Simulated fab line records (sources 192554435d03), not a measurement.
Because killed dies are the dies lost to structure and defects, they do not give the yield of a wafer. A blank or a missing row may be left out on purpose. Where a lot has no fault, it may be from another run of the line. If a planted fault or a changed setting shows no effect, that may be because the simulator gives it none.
fab line records || flow n5_finfet
record {"lots": 5, "wafers": 15, "last_day": 16}
route steps=1938 shown PMOS_HMC_CHANNEL_EPI@86 FIN_SAQP@90
lots with no fault: from the same line, run without faults
start_h: hours from the record's opening day to when the first of the lot's shown wafers began || wait_h: hours since the lot's step before || " identical to the entry in the row above || L1.1+2: one row covering several wafers at once || - no value present, or no start provided || * or withheld: withheld || < > ~ a bound
route shown NAME@n: names a module that has steps shown in the file, with the first one's number in the route || usual: mean/standard deviation of fault-free wafers || same: alike in all rows || chamber/n: place in a boat || sites: each site's reading || _std_site: how widely they spread, as a standard deviation || _edge_site: outer sites' mean less inner sites' || radius_mm: for every site, how far away it sits from the centre of the wafer || mask NAME#n: copy n || behind: the tool/chamber that last shaped the wafer || hold: reason for holding the lot/hours on hold/outcome of the hold || device: the transistor (n, p or np) that didn't switch || end of line: the route-end tests of the same wafers || a step with no rows: only its recipe || killed: dies lost to structure and defects at the first sort, not the wafer's yield || map: the dies of a wafer, with x for killed, . for not killed, _ for no die there
set.NAME: the setting the step ran with; set.NAME@STEP: the setting that earlier step ran with || model.NAME: the simulator's own value behind a step, which no gauge read
lots seen at some steps along the route; tables by step, rows by wafer
services: from which hour (start_h, from the record's first day; less than 0 if before it) a tool's chamber was out of use, for how many hours, and why
## steps
# step N5_PMOS_HMC_CHANNEL_EPI_SRD_25
# recipe {"dry": "ipa_marangoni", "do_ppb": 5, "time_s": 30, "temp_c": 23, "rinse_liquid": "diw"}
# step N5_PMOS_HMC_CHANNEL_EPI_EPI_26
# recipe {"material": "Si", "target_thk_a": 38, "temp_c": 650, "precursor": "SiH4/H2", "pressure_torr": 20, "time_s": 22.7}
# step N5_FIN_SAQP_PRECLEAN_42
# recipe {"chemistry": "O3/DIW", "time_s": 60, "temp_c": 22, "o3_ppm": 10}
# step N5_FIN_SAQP_PRECLEAN_00
# recipe {"chemistry": "SC1", "time_s": 60, "temp_c": 55, "mix": "1:2:50"}
# step N5_FIN_SAQP_PRECLEAN_44
# recipe {"chemistry": "SC2", "time_s": 45, "temp_c": 35, "mix": "1:1:50"}
# step N5_FIN_SAQP_SRD_01
# recipe {"dry": "ipa_marangoni", "time_s": 30, "temp_c": 23, "rinse_liquid": "diw"}
# step N5_FIN_SAQP_ALD_61
# recipe {"material": "SiO2", "target_thk_a": 40, "temp_c": 300, "ald_precursor_family": "BDEAS", "ald_co_reactant": "O2-plasma", "pulse_time_s": 1, "purge_time_s": 2, "co_reactant_purge_time_s": 2, "ald_cycles": 43, "pressure_torr": 2}
# step N5_FIN_SAQP_DENSIFY_62
# recipe {"temp_c": 700, "time_s": 60, "ambient": "N2", "idle_temp_c": 600, "ramp_up_c_per_s": 150, "ramp_down_c_per_s": 60, "cool_to_c": 600}
# step N5_FIN_SAQP_HM_DEP_03
# recipe {"material": "SiNx", "target_thk_a": 380, "temp_c": 400, "precursor": "SiH4/NH3/N2", "pressure_torr": 1.5, "rf_w": 300, "time_s": 33.6}
# step N5_FIN_SAQP_PECVD_47
# recipe {"material": "a-Si", "target_thk_a": 450, "temp_c": 400, "precursor": "SiH4/He", "pressure_torr": 3, "rf_w": 100, "time_s": 36.3}
# usual {"heater_power_w": "861/64", "run_length_s": "72.9/0.52", "showerhead_plenum_p_Torr": "5.66/0.049", "throttle_valve_pct": "18.0/0.71"}
{"lot.wafer": "L334.1", "tool": "pecvd-01", "chamber": 1, "start_h": 56.74, "wait_h": 0.0, "heater_power_w": 806, "run_length_s": 72.7, "showerhead_plenum_p_Torr": 5.69, "throttle_valve_pct": 18.0, "model.a-Si_of_FIN_SAQP_PECVD_47.thk_nm": 44.33}
{"lot.wafer": "L334.4", "tool": "pecvd-01", "chamber": 2, "start_h": 56.74, "wait_h": 0.0, "heater_power_w": 936, "run_length_s": 73.1, "showerhead_plenum_p_Torr": 5.67, "throttle_valve_pct": 17.0, "model.a-Si_of_FIN_SAQP_PECVD_47.thk_nm": 45.32}
{"lot.wafer": "L334.5", "tool": "pecvd-01", "chamber": 0, "start_h": 56.74, "wait_h": 0.0, "heater_power_w": 796, "run_length_s": 72.7, "showerhead_plenum_p_Torr": 5.62, "throttle_valve_pct": 17.4, "model.a-Si_of_FIN_SAQP_PECVD_47.thk_nm": 44.13}
{"lot.wafer": "L336.1", "tool": "pecvd-01", "chamber": 0, "start_h": 69.96, "wait_h": 0.0, "heater_power_w": 777, "run_length_s": 83.4, "showerhead_plenum_p_Torr": 5.61, "throttle_valve_pct": 17.4, "model.a-Si_of_FIN_SAQP_PECVD_47.thk_nm": 58.98}
{"lot.wafer": "L336.4", "tool": "pecvd-01", "chamber": 0, "start_h": 69.96, "wait_h": 0.0, "heater_power_w": 787, "run_length_s": 83.8, "showerhead_plenum_p_Torr": 5.63, "throttle_valve_pct": 17.2, "model.a-Si_of_FIN_SAQP_PECVD_47.thk_nm": 59.7}
{"lot.wafer": "L336.5", "tool": "pecvd-01", "chamber": 1, "start_h": 69.96, "wait_h": 0.0, "heater_power_w": 802, "run_length_s": 83.6, "showerhead_plenum_p_Torr": 5.68, "throttle_valve_pct": 18.3, "model.a-Si_of_FIN_SAQP_PECVD_47.thk_nm": 60.29}
{"lot.wafer": "L337.1", "tool": "pecvd-01", "chamber": 0, "start_h": 75.11, "wait_h": 0.0, "heater_power_w": 717, "run_length_s": 83.6, "showerhead_plenum_p_Torr": 5.64, "throttle_valve_pct": 17.3, "model.a-Si_of_FIN_SAQP_PECVD_47.thk_nm": 57.78}
{"lot.wafer": "L337.2", "tool": "pecvd-01", "chamber": 1, "start_h": 75.11, "wait_h": 0.0, "heater_power_w": 909, "run_length_s": 84.1, "showerhead_plenum_p_Torr": 5.68, "throttle_valve_pct": 17.8, "model.a-Si_of_FIN_SAQP_PECVD_47.thk_nm": 58.23}
{"lot.wafer": "L337.6", "tool": "pecvd-01", "chamber": 1, "start_h": 75.11, "wait_h": 0.0, "heater_power_w": 891, "run_length_s": 83.6, "showerhead_plenum_p_Torr": 5.66, "throttle_valve_pct": 18.2, "model.a-Si_of_FIN_SAQP_PECVD_47.thk_nm": 59.68}
{"lot.wafer": "L338.3", "tool": "pecvd-01", "chamber": 0, "start_h": 81.32, "wait_h": 0.0, "heater_power_w": 811, "run_length_s": 83.4, "showerhead_plenum_p_Torr": 5.62, "throttle_valve_pct": 17.5, "model.a-Si_of_FIN_SAQP_PECVD_47.thk_nm": 58.66}
{"lot.wafer": "L338.5", "tool": "pecvd-01", "chamber": 1, "start_h": 81.32, "wait_h": 0.0, "heater_power_w": 856, "run_length_s": 84.4, "showerhead_plenum_p_Torr": 5.68, "throttle_valve_pct": 18.1, "model.a-Si_of_FIN_SAQP_PECVD_47.thk_nm": 60.04}
{"lot.wafer": "L338.6", "tool": "pecvd-01", "chamber": 2, "start_h": 81.32, "wait_h": 0.0, "heater_power_w": 858, "run_length_s": 84.4, "showerhead_plenum_p_Torr": 5.67, "throttle_valve_pct": 17.0, "model.a-Si_of_FIN_SAQP_PECVD_47.thk_nm": 60.65}
{"lot.wafer": "L348.1", "tool": "pecvd-03", "chamber": 0, "start_h": 141.48, "wait_h": 0.0, "heater_power_w": 959, "run_length_s": 72.3, "showerhead_plenum_p_Torr": 5.75, "throttle_valve_pct": 17.9, "model.a-Si_of_FIN_SAQP_PECVD_47.thk_nm": 45.41}
{"lot.wafer": "L348.2", "tool": "pecvd-03", "chamber": 1, "start_h": 141.48, "wait_h": 0.0, "heater_power_w": 860, "run_length_s": 73.4, "showerhead_plenum_p_Torr": 5.70, "throttle_valve_pct": 19.2, "model.a-Si_of_FIN_SAQP_PECVD_47.thk_nm": 44.8}
{"lot.wafer": "L348.3", "tool": "pecvd-03", "chamber": 2, "start_h": 141.48, "wait_h": 0.0, "heater_power_w": 827, "run_length_s": 73.3, "showerhead_plenum_p_Torr": 5.59, "throttle_valve_pct": 18.1, "model.a-Si_of_FIN_SAQP_PECVD_47.thk_nm": 44.94}
# step N5_FIN_SAQP_PECVD_48
# recipe {"material": "SiNx", "target_thk_a": 250, "temp_c": 400, "precursor": "SiH4/NH3/N2", "pressure_torr": 1.5, "rf_w": 300, "time_s": 22.1}
# step N5_FIN_SAQP_PECVD_06
# recipe {"material": "a-Si", "target_thk_a": 600, "temp_c": 400, "precursor": "SiH4/He", "pressure_torr": 3, "rf_w": 100, "time_s": 48.1}
# step N5_FIN_SAQP_HM_DEP_72
# recipe {"material": "SiO2", "target_thk_a": 120, "temp_c": 400, "precursor": "SiH4/N2O", "pressure_torr": 0.75, "rf_w": 275, "time_s": 7.2}
# step N5_FIN_SAQP_COAT_49
# recipe {"resist": "SOC", "temp_c": 250, "time_s": 60, "spin_rpm": 1500, "resist_thk_nm": 100}
# step N5_FIN_SAQP_COAT_50
# recipe {"resist": "SiARC", "temp_c": 220, "time_s": 60, "spin_rpm": 1500, "resist_thk_nm": 35}
# step N5_FIN_SAQP_COAT_10
# recipe {"resist": "CAR-ArF", "spin_rpm": 1500, "resist_thk_nm": 90}
# step N5_FIN_SAQP_EBR_12
# recipe {"solvent": "PGMEA", "ebr_width_mm": 1.5}
# step N5_FIN_SAQP_SOFTBAKE_11
# recipe {"temp_c": 110, "time_s": 60, "resist": "CAR-ArF"}
# step N5_FIN_SAQP_EXPOSE_13
# recipe {"mask_id": "FIN_CORE", "na": 1.35, "source_shape": "dipole", "sigma_inner": 0.538, "sigma_outer": 0.738, "polarization": "te", "target_cd_nm": 35.6, "dose_mj": 63.25}
# step N5_FIN_SAQP_PEB_14
# recipe {"peb_temp_c": "withheld", "peb_time_s": 60, "resist": "CAR-ArF"}
# step N5_FIN_SAQP_DEVELOP_15
# recipe {"develop_time_s": 30, "developer": "TMAH", "resist": "CAR-ArF", "dev_temp_c": 23, "rinse_liquid": "diw", "dry": "air_spin"}
# step N5_FIN_SAQP_DESCUM_21
# recipe {"chemistry": "O2", "time_s": 7.9, "source_power_w": 50, "bias_power_w": 20, "pressure_mtorr": 20, "rf_frequency_hz": 2.712e+07, "temp_c": 40, "resist": "CAR-ArF", "o2_flow_sccm": 225}
# step N5_FIN_SAQP_ETCH_51
# recipe {"chemistry": "CF4", "target": "SiARC", "target_depth_a": 455, "mask_material": "CAR-ArF", "time_s": 75.8, "ion_energy_ev": 80, "pressure_mtorr": 40, "source_w": 545, "bias_w": 36, "Ar_flow_sccm": 100, "cf4_flow_sccm": 100, "ends": "cleared"}
# step N5_FIN_SAQP_ETCH_52
# recipe {"chemistry": "N2/H2", "target": "SOC", "target_depth_a": 1000, "overetch_a": 200, "mask_material": "SiARC", "temp_c": 40, "time_s": 150, "ion_energy_ev": 200, "pressure_mtorr": 30, "source_w": 840, "bias_w": 150, "n2_flow_sccm": 200, "h2_flow_sccm": 200, "ends": "end_point"}
# step N5_FIN_SAQP_STRIP_53
# recipe {"chemistry": "N2/H2", "temp_c": 40, "n2_flow_sccm": 200, "h2_flow_sccm": 200, "rf_frequency_hz": 6e+07}
# step N5_FIN_SAQP_HM_OPEN_73
# recipe {"chemistry": "CHF3/O2", "target": "SiO2", "stop_on": "a-Si", "target_depth_a": 120, "over_etch_frac": 1.8, "mask_material": "SOC", "time_s": 16.8, "pressure_mtorr": 30, "source_w": 650, "bias_w": 170, "Ar_flow_sccm": 200, "CHF3_flow_sccm": 50, "O2_flow_sccm": 5, "ion_energy_ev": 200, "ends": "end_point"}
# step N5_FIN_SAQP_STRIP_74
# recipe {"chemistry": "CHF3/O2", "resist": "SiARC", "rf_frequency_hz": 6e+07}
# step N5_FIN_SAQP_MANDREL_ETCH_22
# recipe {"target_depth_a": 600, "chemistry": "HBr/Cl2", "target": "a-Si", "stop_on": "SiNx", "bt_time_s": 10, "over_etch_frac": 0.5, "time_s": 30, "pressure_mtorr": 10, "icp_w": 800, "bias_w": 75, "HBr_flow_sccm": 150, "Cl2_flow_sccm": 80, "ends": "end_point"}
# step N5_FIN_SAQP_STRIP_55
# recipe {"chemistry": "N2/H2", "power_w": 500, "temp_c": 40, "pressure_mtorr": 50, "rf_frequency_hz": 6e+07, "overash_fraction": 0.3, "bias_power_w": 28, "h2_frac": 0.5, "n2_flow_sccm": 300, "h2_flow_sccm": 300}
# step N5_FIN_SAQP_STRIP_23
# recipe {"chemistry": "SPM", "time_s": 750, "temp_c": 130, "h2so4_h2o2_vol_ratio": 4}
# step N5_FIN_SAQP_SRD_66
# recipe {"dry": "ipa_marangoni", "time_s": 30, "temp_c": 23, "rinse_liquid": "diw"}
# step N5_FIN_SAQP_RECESS_75
# recipe {"chemistry": "HF/NH3", "target": "SiO2", "target_depth_a": 144, "afs_cycles": 3, "temp_c": 30, "sublimation_temp_c": 180, "sublimation_time_s": 60}
# step N5_FIN_SAQP_SPACER1_ALD_24
# recipe {"material": "SiO2", "target_thk_a": 203, "temp_c": 300, "ald_precursor_family": "BDEAS", "ald_co_reactant": "O2-plasma", "pulse_time_s": 1, "purge_time_s": 2, "co_reactant_purge_time_s": 2, "ald_cycles": 218, "pressure_torr": 2}
# step N5_FIN_SAQP_SPACER1_ETCHBACK_25
# recipe {"chemistry": "CHF3/O2", "mode": "anisotropic_etchback", "target": "SiO2", "target_depth_a": 244, "time_s": 12.2, "pressure_mtorr": 30, "source_w": 650, "bias_w": 170, "Ar_flow_sccm": 200, "CHF3_flow_sccm": 50, "O2_flow_sccm": 5, "ion_energy_ev": 200}
# step N5_FIN_SAQP_MANDREL1_REMOVE_56
# recipe {"chemistry": "HBr/Cl2/O2", "bt_time_s": 10, "target": "a-Si", "stop_on": "SiNx", "endpoint": "OES-SiCl", "over_etch_frac": 1, "icp_w": 600, "bias_w": 22, "HBr_flow_sccm": 150, "Cl2_flow_sccm": 80, "O2_flow_sccm": 5, "pressure_mtorr": 10}
# step N5_FIN_SAQP_MANDREL_ETCH_58
# recipe {"chemistry": "HBr/Cl2", "target": "a-Si", "target_depth_a": 450, "bt_time_s": 10, "stop_on": "SiNx", "mask_material": "SiO2", "over_etch_frac": 0.8, "time_s": 27, "pressure_mtorr": 10, "icp_w": 800, "bias_w": 75, "HBr_flow_sccm": 150, "Cl2_flow_sccm": 80, "ends": "end_point"}
# usual {"drypump_motor_current_A": "5.8/0.53", "oes_product_au": "0.702/0.012", "throttle_valve_pct": "35.5/0.38"}
{"lot.wafer": "L334.1", "tool": "rie_si-03", "chamber": 1, "start_h": 60.04, "wait_h": 0.0, "drypump_motor_current_A": 6.0, "oes_product_au": 0.695, "rf_hours_counter_h": 130, "throttle_valve_pct": 35.6, "model.etch.depth_nm": 44.33}
{"lot.wafer": "L334.4", "tool": "rie_si-03", "chamber": 2, "start_h": 60.04, "wait_h": 0.0, "drypump_motor_current_A": 6.4, "oes_product_au": 0.691, "rf_hours_counter_h": 28, "throttle_valve_pct": 35.9, "model.etch.depth_nm": 45.32}
{"lot.wafer": "L334.5", "tool": "rie_si-03", "chamber": 0, "start_h": 60.04, "wait_h": 0.0, "drypump_motor_current_A": 5.4, "oes_product_au": 0.714, "rf_hours_counter_h": "-", "throttle_valve_pct": 35.3, "model.etch.depth_nm": 44.13}
{"lot.wafer": "L336.1", "tool": "rie_si-03", "chamber": 1, "start_h": 73.96, "wait_h": 0.0, "drypump_motor_current_A": 6.0, "oes_product_au": 0.812, "rf_hours_counter_h": 130, "throttle_valve_pct": 35.4, "model.etch.depth_nm": 58.98}
{"lot.wafer": "L336.4", "tool": "rie_si-03", "chamber": 0, "start_h": 73.96, "wait_h": 0.0, "drypump_motor_current_A": 5.4, "oes_product_au": 0.844, "rf_hours_counter_h": 7, "throttle_valve_pct": 35.0, "model.etch.depth_nm": 59.7}
{"lot.wafer": "L336.5", "tool": "rie_si-03", "chamber": 3, "start_h": 73.96, "wait_h": 0.0, "drypump_motor_current_A": 6.3, "oes_product_au": 0.822, "rf_hours_counter_h": "-", "throttle_valve_pct": 35.1, "model.etch.depth_nm": 60.29}
{"lot.wafer": "L337.1", "tool": "rie_si-05", "chamber": 1, "start_h": 80.10, "wait_h": 0.0, "drypump_motor_current_A": 5.6, "oes_product_au": 0.813, "rf_hours_counter_h": 184, "throttle_valve_pct": 34.9, "model.etch.depth_nm": 57.78}
{"lot.wafer": "L337.2", "tool": "rie_si-05", "chamber": 0, "start_h": 80.10, "wait_h": 0.0, "drypump_motor_current_A": 5.5, "oes_product_au": 0.810, "rf_hours_counter_h": 72, "throttle_valve_pct": 35.9, "model.etch.depth_nm": 58.23}
{"lot.wafer": "L337.6", "tool": "rie_si-05", "chamber": 2, "start_h": 80.10, "wait_h": 0.0, "drypump_motor_current_A": 6.1, "oes_product_au": 0.846, "rf_hours_counter_h": "-", "throttle_valve_pct": 35.5, "model.etch.depth_nm": 59.68}
{"lot.wafer": "L338.3", "tool": "rie_si-05", "chamber": 1, "start_h": 84.75, "wait_h": 0.0, "drypump_motor_current_A": 5.6, "oes_product_au": 0.826, "rf_hours_counter_h": 184, "throttle_valve_pct": 34.9, "model.etch.depth_nm": 58.66}
{"lot.wafer": "L338.5", "tool": "rie_si-05", "chamber": 0, "start_h": 84.75, "wait_h": 0.0, "drypump_motor_current_A": 5.5, "oes_product_au": 0.831, "rf_hours_counter_h": "-", "throttle_valve_pct": 35.9, "model.etch.depth_nm": 60.04}
{"lot.wafer": "L338.6", "tool": "rie_si-05", "chamber": 1, "start_h": 84.75, "wait_h": 0.0, "drypump_motor_current_A": 5.6, "oes_product_au": 0.835, "rf_hours_counter_h": "-", "throttle_valve_pct": 34.8, "model.etch.depth_nm": 60.65}
{"lot.wafer": "L348.1", "tool": "rie_si-02", "chamber": 1, "start_h": 144.31, "wait_h": 0.0, "drypump_motor_current_A": 5.0, "oes_product_au": 0.693, "rf_hours_counter_h": 48, "throttle_valve_pct": 35.3, "model.etch.depth_nm": 45.41}
{"lot.wafer": "L348.2", "tool": "rie_si-02", "chamber": 3, "start_h": 144.31, "wait_h": 0.0, "drypump_motor_current_A": 5.1, "oes_product_au": 0.692, "rf_hours_counter_h": 158, "throttle_valve_pct": 36.0, "model.etch.depth_nm": 44.8}
{"lot.wafer": "L348.3", "tool": "rie_si-02", "chamber": 0, "start_h": 144.31, "wait_h": 0.0, "drypump_motor_current_A": 5.4, "oes_product_au": 0.688, "rf_hours_counter_h": 44, "throttle_valve_pct": 35.7, "model.etch.depth_nm": 44.94}
## services
{"tool": "rie_si-02", "chamber": "-", "start_h": 35.56, "hours": 14.6, "kind": "pm"}
{"tool": "pecvd-01", "chamber": 1, "start_h": 58.57, "hours": 5.5, "kind": "scheduled_down"}
{"tool": "pecvd-01", "chamber": 2, "start_h": 114.12, "hours": 2.1, "kind": "scheduled_down"}
## key
first_sign {"step": "N5_FIN_SAQP_PECVD_47", "reading": "run_length_s", "direction": "up", "sigmas": 21, "usual": "*", "struck": "*"}
effect {"step": "N5_FIN_SAQP_MANDREL_ETCH_58", "reading": "oes_product_au", "direction": "up", "sigmas": 10, "usual": 0.702, "struck": 0.826}
model_effect {"step": "N5_FIN_SAQP_PECVD_47", "value": "a-Si_of_FIN_SAQP_PECVD_47.thk_nm", "without": 45.14, "struck": 59.33}
model_effect {"step": "N5_FIN_SAQP_MANDREL_ETCH_58", "value": "etch.depth_nm", "without": 45.14, "struck": 59.33}
met_at N5_FIN_SAQP_PECVD_47
struck_wafers L336.1,L336.4,L336.5,L337.1,L337.2,L337.6,L338.3,L338.5,L338.6
tester_left_out L336,L337,L338
onset_between 56.74 69.96
fault {"kind": "process_parameter_drift", "tool": "pecvd-01", "chamber": "-", "onset_h": 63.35, "steps": "N5_FIN_SAQP_PECVD_47", "channel": "time_s", "offset": "*", "shape": "step", "end_h": 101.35, "acts_in": "*", "stated": "*"}
# tester_left_out: of these lots the tester's yield and bins aren't shown, on N5 and GAA mostly nor the transistor test; their killed dies are dies lost to structure and defects alone, not to doping, threshold or leakage, so they don't give the yield
